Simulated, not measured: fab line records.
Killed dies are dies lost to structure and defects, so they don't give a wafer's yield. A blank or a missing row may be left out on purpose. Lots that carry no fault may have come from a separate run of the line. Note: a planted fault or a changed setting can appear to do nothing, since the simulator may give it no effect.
fab line records	flow n5_finfet
[record] lots = 6	wafers = 18	last_day = 17
route steps=1938 shown BEOL_M1@758 BEOL_M4@1111
lots untouched by any fault: they come from a run of this same line in which no faults occurred
start_h: the number of hours between the record's first day and the start of the first shown wafer of the lot	wait_h: hours from the lot's prior step to this one	" same as the row above	L1.1+2: several wafers, shown together as one row	- value missing, or start not given	* or withheld: withheld	< > ~ a bound
route shown NAME@n: a module of which the file shows steps, and the number in the route of the first	usual: mean and standard deviation over wafers with no fault	same: alike in all rows	chamber/n: place in a boat	sites: per-site readings	_std_site: standard deviation across them	_edge_site: outer sites' mean less inner sites'	radius_mm: for every site, how far away it sits from the centre of the wafer	mask NAME#n: copy n	behind: the tool/chamber that last shaped the wafer	hold: what put the lot on hold/how long, in hours/how the hold closed	device: transistor that didn't switch, given as n, p or np	end of line: the tests these same wafers got at the end of their route	a step given without rows: its recipe and nothing more	killed: count of dies lost to structure and defects at first sort (not the wafer's yield)	map: per-die view of a wafer (x killed, . not killed, _ where there is no die)
set.NAME: the setting the step ran with; set.NAME@STEP: the setting that earlier step ran with	model.NAME: the simulator's own value behind a step, which no gauge read
lots at some steps of the route; a table a step, a row a wafer
services: when a tool's chamber went out of use (start_h, in hours from the record's first day, below 0 if earlier), for how many hours, and the reason
[[steps]]
[step N5_BEOL_M1_COAT_05]
[recipe] resist = CAR-EUV	spin_rpm = 1500	resist_thk_nm = 30
[step N5_BEOL_M1_EBR_07]
[recipe] solvent = PGMEA	ebr_width_mm = 1.5
[step N5_BEOL_M1_SOFTBAKE_06]
[recipe] temp_c = 110	time_s = 60	resist = CAR-EUV
[step N5_BEOL_M1_EXPOSE_08]
[recipe] mask_id = M1	na = 0.33	source_shape = dipole	sigma_inner = 0.369	sigma_outer = 0.767	polarization = unpolarized	dose_mj = 33
[step N5_BEOL_M1_PEB_09]
[recipe] peb_temp_c = 100	peb_time_s = 60	resist = CAR-EUV
[step N5_BEOL_M1_DEVELOP_10]
[recipe] develop_time_s = 30	developer = TMAH	resist = CAR-EUV	rinse_liquid = surfactant_rinse	dry = air_spin	dev_temp_c = 23
[step N5_BEOL_M1_CD_MEAS_11]
[recipe] target_cd_nm = 17.05	landing_energy_ev = 500	detector = se_inlens	polarity = opening
[usual] cd_nm = 17.05/0.22
lot.wafer	tool	chamber	start_h	wait_h	cd_nm
L970.2	cd_sem-01	0	129.05	-	16.66
L970.3	"	0	"	"	17.10
L970.5	"	0	"	"	16.97
L972.1	cd_sem-01	0	142.67	-	17.36
L972.3	"	0	"	"	17.10
L972.4	"	0	"	"	17.09
L975.1	cd_sem-02	0	158.84	-	16.62
L975.2	"	0	"	"	17.12
L975.6	"	0	"	"	16.88
L984.1	cd_sem-03	0	217.62	-	17.31
L984.3	"	0	"	"	17.07
L984.5	"	0	"	"	17.16
L987.3	cd_sem-03	0	230.64	-	17.04
L987.4	"	0	"	"	16.69
L987.6	"	0	"	"	16.88
L992.3	cd_sem-01	0	261.13	-	17.11
L992.5	"	0	"	"	17.06
L992.6	"	0	"	"	17.31
[step N5_BEOL_M1_OVL_MEAS_12]
[recipe] points_per_wafer = 522
[usual] M1_OVL = 0.0/0.72
[same] points_per_wafer = 522
lot.wafer	tool	chamber	start_h	wait_h	M1_OVL[nm]
L970.2	overlay-02	0	129.08	0.0	0.5
L970.3	"	0	"	"	1.2
L970.5	"	0	"	"	0.1
L972.1	overlay-02	0	142.70	0.0	2.3
L972.3	"	0	"	"	1.5
L972.4	"	0	"	"	0.2
L975.1	overlay-01	0	158.87	0.0	-1.2
L975.2	"	0	"	"	-0.3
L975.6	"	0	"	"	1.0
L984.1	overlay-01	0	217.65	0.0	-1.0
L984.3	"	0	"	"	-1.4
L984.5	"	0	"	"	-1.7
L987.3	overlay-02	0	230.68	0.0	0.4
L987.4	"	0	"	"	-0.2
L987.6	"	0	"	"	0.0
L992.3	overlay-01	0	261.17	0.0	-0.1
L992.5	"	0	"	"	0.6
L992.6	"	0	"	"	-0.4
[step N5_BEOL_M1_INSPECT_13]
[recipe] mode = adi	inspect_instrument = brightfield
[usual] raw_defect_count = 409/110
lot.wafer	tool	chamber	start_h	wait_h	raw_defect_count
L970.2	defect_inspect-02	-	129.14	0.0	437
L970.3	"	-	"	"	393
L970.5	"	-	"	"	517
L972.1	defect_inspect-01	-	142.76	0.1	263
L972.3	"	-	"	"	249
L972.4	"	-	"	"	308
L975.1	defect_inspect-01	-	158.94	0.1	373
L975.2	"	-	"	"	328
L975.6	"	-	"	"	384
L984.1	defect_inspect-01	-	217.71	0.1	335
L984.3	"	-	"	"	470
L984.5	"	-	"	"	432
L987.3	defect_inspect-02	-	230.72	0.0	358
L987.4	"	-	"	"	564
L987.6	"	-	"	"	271
L992.3	defect_inspect-02	-	261.22	0.0	400
L992.5	"	-	"	"	685
L992.6	"	-	"	"	509
[step N5_BEOL_M1_DESCUM_16]
[recipe] chemistry = O2	time_s = 7	source_power_w = 50	bias_power_w = 20	pressure_mtorr = 20	rf_frequency_hz = 2.712e+07	temp_c = 40	resist = CAR-EUV	o2_flow_sccm = 225
[usual] drypump_motor_current_A = 5.9/0.48	oes_product_au = 0.75/0.057	rf_vpp_V = 243.3/1.6	showerhead_plenum_p_Torr = 2.11/0.09	temp_c = 39.99/0.12	throttle_valve_pct = 20.56/0.14
lot.wafer	tool	chamber	start_h	wait_h	drypump_motor_current_A	oes_product_au	rf_hours_counter_h	rf_vpp_V	showerhead_plenum_p_Torr	temp_c	throttle_valve_pct
L970.2	rie_diel-02	0	129.17	0.0	6.1	0.74	164	243.2	2.00	40.04	20.57
L970.3	"	2	"	"	5.3	0.78	120	245.4	2.20	39.97	20.57
L970.5	"	3	"	"	6.3	0.68	-	242.0	1.98	40.01	20.47
L972.1	rie_diel-02	2	142.79	0.0	5.3	0.77	124	244.5	2.20	39.83	20.56
L972.3	"	0	"	"	6.2	0.73	168	240.7	2.00	39.92	20.56
L972.4	"	1	"	"	5.5	0.75	176	244.7	2.17	40.01	20.31
L975.1	rie_diel-06	1	158.97	0.0	5.4	0.71	196	243.2	2.07	40.08	20.53
L975.2	"	2	"	"	5.9	0.70	234	242.5	2.15	40.19	20.61
L975.6	"	0	"	"	4.9	0.90	-	245.4	2.13	39.83	20.43
L984.1	rie_diel-06	3	217.74	0.0	5.6	0.70	229	243.9	2.15	39.99	20.74
L984.3	"	1	"	"	5.4	0.70	216	242.6	2.06	40.05	20.59
L984.5	"	3	"	"	5.6	0.70	-	243.9	2.15	39.97	20.76
L987.3	rie_diel-06	3	230.76	0.0	5.7	0.69	234	243.7	2.15	40.14	20.75
L987.4	"	1	"	"	5.4	0.69	-	242.0	2.06	40.00	20.58
L987.6	"	3	"	"	5.6	0.69	-	242.6	2.15	39.98	20.75
L992.3	rie_diel-02	2	261.25	0.0	5.3	0.74	160	245.1	2.18	39.92	20.64
L992.5	"	1	"	"	5.5	0.73	-	245.0	2.16	39.72	20.36
L992.6	"	0	"	"	6.1	0.70	-	241.7	1.99	40.05	20.61
[step N5_BEOL_M1_ETCH_74]
[recipe] chemistry = N2/H2	target = underlayer	target_depth_a = 65	mask_material = CAR-EUV	time_s = 5.2	ion_energy_ev = 200	pressure_mtorr = 30	source_w = 840	bias_w = 150	n2_flow_sccm = 200	h2_flow_sccm = 200	ends = cleared
[usual] bias_w = 150.0/0.46	drypump_motor_current_A = 5.9/0.47	etch_rf_on_time_s = 5.25/0.06	oes_product_au = 0.64/0.048	rf_vpp_V = 524/3.3	showerhead_plenum_p_Torr = 2.56/0.11	throttle_valve_pct = 18.03/0.17
lot.wafer	tool	chamber	start_h	wait_h	bias_w	drypump_motor_current_A	etch_rf_on_time_s	oes_product_au	rf_hours_counter_h	rf_vpp_V	showerhead_plenum_p_Torr	throttle_valve_pct
L970.2	rie_diel-02	0	129.20	0.0	150.8	6.1	5.20	0.63	164	521	2.43	17.99
L970.3	"	2	"	"	149.8	5.3	5.29	0.66	120	525	2.66	17.92
L970.5	"	3	"	"	150.0	6.2	5.22	0.58	-	520	2.39	17.89
L972.1	rie_diel-02	2	142.83	0.0	149.8	5.3	5.25	0.65	124	528	2.66	17.93
L972.3	"	0	"	"	150.2	6.2	5.16	0.63	168	520	2.43	18.01
L972.4	"	1	"	"	149.2	5.5	5.18	0.65	176	524	2.64	17.88
L975.1	rie_diel-06	1	159.01	0.0	149.7	5.4	5.31	0.62	196	524	2.51	17.95
L975.2	"	2	"	"	150.0	5.9	5.32	0.59	234	527	2.62	18.11
L975.6	"	0	"	"	150.0	5.0	5.27	0.76	-	525	2.60	18.00
L984.1	rie_diel-06	3	217.78	0.0	149.9	5.7	5.27	0.60	229	528	2.62	18.32
L984.3	"	1	"	"	150.8	5.4	5.30	0.60	216	523	2.50	18.01
L984.5	"	3	"	"	150.2	5.6	5.28	0.59	-	526	2.62	18.33
L987.3	rie_diel-06	3	230.79	0.0	150.2	5.7	5.27	0.58	234	526	2.62	18.35
L987.4	"	1	"	"	149.5	5.4	5.38	0.59	-	523	2.50	18.00
L987.6	"	3	"	"	150.4	5.7	5.23	0.59	-	526	2.62	18.34
L992.3	rie_diel-02	2	261.29	0.0	149.8	5.3	5.28	0.63	160	527	2.64	17.99
L992.5	"	1	"	"	150.5	5.5	5.18	0.62	-	526	2.63	17.95
L992.6	"	0	"	"	150.3	6.2	5.18	0.60	-	521	2.41	18.06
[step N5_BEOL_M1_ETCH_63]
[recipe] chemistry = CF4	target = SiARC	target_depth_a = 156	mask_material = CAR-EUV	time_s = 26	ion_energy_ev = 80	pressure_mtorr = 40	source_w = 545	bias_w = 36	Ar_flow_sccm = 100	cf4_flow_sccm = 100	ends = cleared
[usual] bias_w = 35.99/0.11	drypump_motor_current_A = 5.9/0.47	etch_rf_on_time_s = 26.1/0.3	oes_product_au = 0.64/0.048	rf_vpp_V = 184.3/1.4	showerhead_plenum_p_Torr = 2.16/0.087	throttle_valve_pct = 15.77/0.16
lot.wafer	tool	chamber	start_h	wait_h	bias_w	drypump_motor_current_A	etch_rf_on_time_s	oes_product_au	rf_hours_counter_h	rf_vpp_V	showerhead_plenum_p_Torr	throttle_valve_pct
L970.2	rie_diel-02	0	129.22	0.0	35.96	6.2	25.8	0.63	164	184.1	2.05	15.77
L970.3	"	2	"	"	35.78	5.3	26.4	0.66	120	185.4	2.24	15.72
L970.5	"	3	"	"	36.15	6.2	26.2	0.58	-	183.4	2.04	15.74
L972.1	rie_diel-02	2	142.84	0.0	36.02	5.3	26.2	0.65	124	185.7	2.24	15.74
L972.3	"	0	"	"	36.06	6.1	25.6	0.63	168	183.4	2.05	15.79
L972.4	"	1	"	"	35.84	5.5	26.0	0.65	176	186.1	2.22	15.49
L975.1	rie_diel-06	1	159.03	0.0	36.10	5.4	26.4	0.61	196	184.1	2.13	15.82
L975.2	"	2	"	"	36.03	5.9	26.5	0.59	234	185.6	2.20	15.83
L975.6	"	0	"	"	36.30	4.9	26.2	0.77	-	185.1	2.18	15.54
L984.1	rie_diel-06	3	217.79	0.0	35.95	5.7	25.6	0.60	229	185.7	2.20	16.02
L984.3	"	1	"	"	36.17	5.4	26.3	0.59	216	184.0	2.12	15.84
L984.5	"	3	"	"	35.91	5.7	25.7	0.59	-	184.0	2.20	16.01
L987.3	rie_diel-06	3	230.81	0.0	36.01	5.7	26.2	0.59	234	184.9	2.20	16.02
L987.4	"	1	"	"	35.94	5.4	26.5	0.60	-	183.5	2.12	15.85
L987.6	"	3	"	"	35.89	5.7	26.0	0.59	-	185.4	2.20	16.02
L992.3	rie_diel-02	2	261.30	0.0	35.97	5.3	26.5	0.63	160	184.5	2.22	15.79
L992.5	"	1	"	"	36.09	5.5	26.0	0.62	-	186.6	2.20	15.57
L992.6	"	0	"	"	35.95	6.2	25.9	0.61	-	183.5	2.04	15.84
[step N5_BEOL_M1_ETCH_64]
[recipe] chemistry = N2/H2	target = SOC	target_depth_a = 750	overetch_a = 150	mask_material = SiARC	temp_c = 40	time_s = 112.5	ion_energy_ev = 200	pressure_mtorr = 30	source_w = 840	bias_w = 150	n2_flow_sccm = 200	h2_flow_sccm = 200
[usual] bias_w = 150.0/0.47	drypump_motor_current_A = 5.9/0.48	oes_product_au = 0.60/0.043	rf_vpp_V = 524/3	showerhead_plenum_p_Torr = 2.56/0.11	temp_c = 39.98/0.12	throttle_valve_pct = 18.00/0.17
lot.wafer	tool	chamber	start_h	wait_h	bias_w	drypump_motor_current_A	oes_product_au	rf_hours_counter_h	rf_vpp_V	showerhead_plenum_p_Torr	temp_c	throttle_valve_pct	model.SiARC_of_BEOL_M1_COAT_62.thk_nm
L970.2	rie_diel-02	0	129.25	0.0	150.1	6.2	0.60	164	520	2.43	39.89	17.97	6.8
L970.3	"	2	"	"	150.3	5.3	0.62	120	527	2.66	40.19	17.87	7
L970.5	"	3	"	"	150.6	6.3	0.55	-	519	2.39	40.17	17.81	7
L972.1	rie_diel-02	2	142.87	0.0	150.2	5.3	0.60	124	528	2.66	39.95	17.89	7
L972.3	"	0	"	"	150.3	6.2	0.58	168	520	2.43	39.90	17.97	6.8
L972.4	"	1	"	"	150.2	5.5	0.59	176	526	2.64	40.00	17.83	6.8
L975.1	rie_diel-06	1	159.05	0.0	150.5	5.4	0.57	197	524	2.51	40.00	17.93	7
L975.2	"	2	"	"	150.6	5.9	0.56	234	525	2.62	39.85	18.08	7
L975.6	"	0	"	"	149.4	4.9	0.71	-	525	2.60	40.14	17.96	6.8
L984.1	rie_diel-06	3	217.82	0.0	185.5	5.6	0.56	229	599	2.62	39.75	18.28	5.4
L984.3	"	1	"	"	185.1	5.4	0.56	216	596	2.50	39.95	17.96	5.4
L984.5	"	3	"	"	185.3	5.6	0.56	-	600	2.62	40.11	18.30	5.4
L987.3	rie_diel-06	3	230.84	0.0	184.3	5.7	0.55	234	600	2.62	40.00	18.29	5.6
L987.4	"	1	"	"	184.8	5.4	0.55	-	598	2.50	39.98	17.98	5.6
L987.6	"	3	"	"	184.0	5.7	0.55	-	601	2.62	40.02	18.29	5.6
L992.3	rie_diel-02	2	261.33	0.0	150.0	5.3	0.59	160	526	2.64	40.07	17.95	7
L992.5	"	1	"	"	150.8	5.4	0.58	-	525	2.63	40.14	17.90	6.8
L992.6	"	0	"	"	149.6	6.2	0.56	-	521	2.41	39.96	18.05	7
[step N5_BEOL_M1_STRIP_65]
[recipe] chemistry = N2/H2	temp_c = 40	n2_flow_sccm = 200	h2_flow_sccm = 200	rf_frequency_hz = 6e+07
[step N5_BEOL_M4_RC_MEAS_101]
[usual] DIBL_N = 35.7/1.3	DIBL_P = 36.0/1.6	IOFF_N = 0.154/0.025	IOFF_P = 0.21/0.034	ION_N = 675/9.7	ION_P = 465/7.4	SS_N = 71.3/0.55	SS_P = 73.1/0.52	VT_N = 250/3	VT_P = -249/3.6
lot.wafer	tool	chamber	start_h	wait_h	DIBL_N[mV/V]	DIBL_P[mV/V]	IOFF_N[nA/um]	IOFF_P[nA/um]	ION_N[uA/um]	ION_P[uA/um]	SS_N[mV/dec]	SS_P[mV/dec]	VT_N[mV]	VT_P[mV]
L970.2	prober-01	0	175.59	0.2	35.6	36.5	0.149	0.22	663	461	71.3	73.6	251	-250
L970.3	"	0	"	"	33.7	34.4	0.123	0.19	663	458	70.8	73.1	256	-249
L970.5	"	0	"	"	35.8	36.3	0.150	0.21	668	464	71.2	73.4	250	-249
L972.1	prober-02	0	184.95	0.0	34.9	35.2	0.124	0.18	657	460	71.4	73.3	254	-251
L972.3	"	0	"	"	35.8	36.1	0.137	0.19	658	454	72.1	73.0	256	-253
L972.4	"	0	"	"	34.7	35.2	0.116	0.18	660	458	71.3	73.3	252	-255
L975.1	prober-01	0	203.87	0.0	34.9	34.9	0.138	0.20	675	463	70.7	73.0	251	-248
L975.2	"	0	"	"	33.8	34.2	0.122	0.20	668	467	71.1	72.7	250	-250
L975.6	"	0	"	"	35.8	35.6	0.151	0.21	682	471	70.5	73.4	248	-248
L984.1	prober-02	0	270.06	0.0	35.3	35.1	0.140	0.19	674	461	69.8	73.3	252	-251
L984.3	"	0	"	"	34.7	34.1	0.128	0.18	667	464	71.0	72.8	251	-255
L984.5	"	0	"	"	35.0	34.5	0.129	0.19	672	468	70.0	72.9	251	-251
L987.3	prober-02	0	274.36	0.3	34.9	35.2	0.156	0.23	665	461	70.8	73.0	250	-248
L987.4	"	0	"	"	36.0	37.3	0.175	0.26	691	476	71.2	74.2	247	-244
L987.6	"	0	"	"	35.7	37.0	0.170	0.25	681	470	70.7	73.2	247	-245
L992.3	prober-02	0	302.69	0.3	37.6	36.8	0.171	0.22	672	462	71.6	73.0	248	-248
L992.5	"	0	"	"	36.8	35.1	0.152	0.20	670	456	71.7	73.1	249	-251
L992.6	"	0	"	"	37.0	35.8	0.167	0.20	675	463	71.2	74.0	250	-250
[[services]]
tool	chamber	start_h	hours	kind
rie_diel-06	-	109.40	0.7	repair
rie_diel-02	-	146.70	2.8	pm
rie_diel-02	3	157.07	-	clean
rie_diel-02	3	157.07	-	consumable_replace:focus_ring
rie_diel-02	3	157.07	-	consumable_replace:showerhead
rie_diel-02	3	157.07	15.7	scheduled_down
rie_diel-02	3	157.07	15.7	vent_cycle
rie_diel-02	0	180.05	2.6	repair
rie_diel-06	2	212.43	-	clean
rie_diel-06	2	212.43	-	consumable_replace:focus_ring
rie_diel-06	2	212.43	23.1	scheduled_down
rie_diel-06	2	212.43	23.1	vent_cycle
[[key]]
[first_sign] step = N5_BEOL_M1_ETCH_64	reading = bias_w	direction = up	sigmas = 74	usual = *	struck = *
[effect] step = N5_BEOL_M1_ETCH_64	reading = rf_vpp_V	direction = up	sigmas = 25	usual = 524	struck = 599
[model_effect] step = N5_BEOL_M1_ETCH_64	value = SiARC_of_BEOL_M1_COAT_62.thk_nm	without = 6.9	struck = 5.5
met_at N5_BEOL_M1_ETCH_64
struck_wafers L984.1,L984.3,L984.5,L987.3,L987.4,L987.6
onset_between 159.05 217.82
[fault] kind = process_parameter_drift	tool = rie_diel-06	chamber = -	onset_h = 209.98	steps = N5_BEOL_M1_ETCH_64	channel = bias_w	offset = *	shape = step	end_h = 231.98	acts_in = *	stated = *
